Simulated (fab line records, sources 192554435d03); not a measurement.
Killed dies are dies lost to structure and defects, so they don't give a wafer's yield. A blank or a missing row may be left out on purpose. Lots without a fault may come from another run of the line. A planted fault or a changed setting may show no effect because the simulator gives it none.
Chamber matching | flow n5_finfet | N5_HKMG_FIN_ETCH_86 on rie_diel-06: 4 sister chambers
The step etches SOC in N2/H2, stops on TiN, target depth 393.2 nm. 4 wafers are shown with their chamber, then 8 later ones without.

WAFERS WITH THEIR CHAMBER
wafer  | chamber | drypump_motor_current_A (A)
L084.4 | 0       | 6.0
L088.2 | 2       | 5.1
L088.4 | 1       | 5.7
L091.1 | 3       | 5.9

WAFERS WITHOUT THEIR CHAMBER
wafer  | drypump_motor_current_A (A)
L091.4 | 6.0
L091.6 | 5.9
L092.1 | 5.1
L092.2 | 5.8
L092.5 | 5.9
L096.1 | 5.1
L096.2 | 5.9
L096.3 | 6.0

WHICH CHAMBER EACH WENT THROUGH
wafer  | from the rows above     | in truth
L091.4 | 0                       | 0
L091.6 | 3                       | 3
L092.1 | 2                       | 2
L092.2 | can't be placed: 1 or 3 | 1
L092.5 | 3                       | 3
L096.1 | 2                       | 2
L096.2 | 3                       | 3
L096.3 | 0                       | 0
Placed correctly: 7 of 8. Can't be placed from these rows: 1 (the true chamber is among the candidates in 1). Placed wrongly: 0.
How it was worked out, from the rows above alone: a wafer's distance from a chamber is the root of the sum, over the readings, of the square of ((its reading less the chamber's mean) divided by the reading's scatter). The wafer belongs to the nearest chamber; if the next one is less than 2 further off, it can't be placed. A chamber's mean is the mean of its shown wafers. The scatter: with one shown wafer a chamber, the root of the mean of the squares of how far each hidden wafer lies from its nearest shown one.
